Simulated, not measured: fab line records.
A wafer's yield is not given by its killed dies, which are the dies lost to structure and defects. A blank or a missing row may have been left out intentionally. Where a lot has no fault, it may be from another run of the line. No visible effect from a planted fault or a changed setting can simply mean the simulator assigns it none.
Matching of chambers || flow nandHarc || NHARC_A_CHANNEL_FILL_D1_CMP_10 on cmp-01 has 4 sister chambers
The step polishes, target thk 150 nm. 4 wafers are shown with their chamber, then 7 later ones without.

WAFERS WITH THEIR CHAMBER
{"wafer": "L083.2", "chamber": 1, "motorCurrentA (A)": 11.5}
{"wafer": "L085.5", "chamber": 3, "motorCurrentA (A)": 13.0}
{"wafer": "L090.2", "chamber": 0, "motorCurrentA (A)": 12.4}
{"wafer": "L090.3", "chamber": 2, "motorCurrentA (A)": 11.1}

WAFERS WITHOUT THEIR CHAMBER
{"wafer": "L090.4", "motorCurrentA (A)": 12.0}
{"wafer": "L094.1", "motorCurrentA (A)": 12.7}
{"wafer": "L094.2", "motorCurrentA (A)": 12.6}
{"wafer": "L094.4", "motorCurrentA (A)": 13.2}
{"wafer": "L096.2", "motorCurrentA (A)": 12.8}
{"wafer": "L096.5", "motorCurrentA (A)": 10.4}
{"wafer": "L096.6", "motorCurrentA (A)": 12.1}

CHAMBER TAKEN BY EACH
{"wafer": "L090.4", "from the rows above": "can't be placed: 0 or 1 or 2 or 3", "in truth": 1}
{"wafer": "L094.1", "from the rows above": "can't be placed: 0 or 3", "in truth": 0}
{"wafer": "L094.2", "from the rows above": "can't be placed: 0 or 3", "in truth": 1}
{"wafer": "L094.4", "from the rows above": "can't be placed: 3 or 0", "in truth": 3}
{"wafer": "L096.2", "from the rows above": "can't be placed: 3 or 0", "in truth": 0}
{"wafer": "L096.5", "from the rows above": "can't be placed: 2 or 1", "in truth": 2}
{"wafer": "L096.6", "from the rows above": "can't be placed: 0 or 1 or 3 or 2", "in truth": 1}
Correct placement for 0 of the 7. These rows do not allow placing 7 (true chamber among the candidates in 6). Placed wrongly: 0.
How it was worked out, from the rows above alone: a wafer's distance from a chamber is the root of the sum, over the readings, of the square of ((its reading less the chamber's mean) divided by the reading's scatter). The wafer belongs to the nearest chamber; if the next one is less than 2 further off, it can't be placed. The mean given for a chamber averages the wafers shown for that chamber. The scatter (one wafer shown for each chamber): square how far every hidden wafer sits from the nearest shown wafer, average those squares and take the square root.
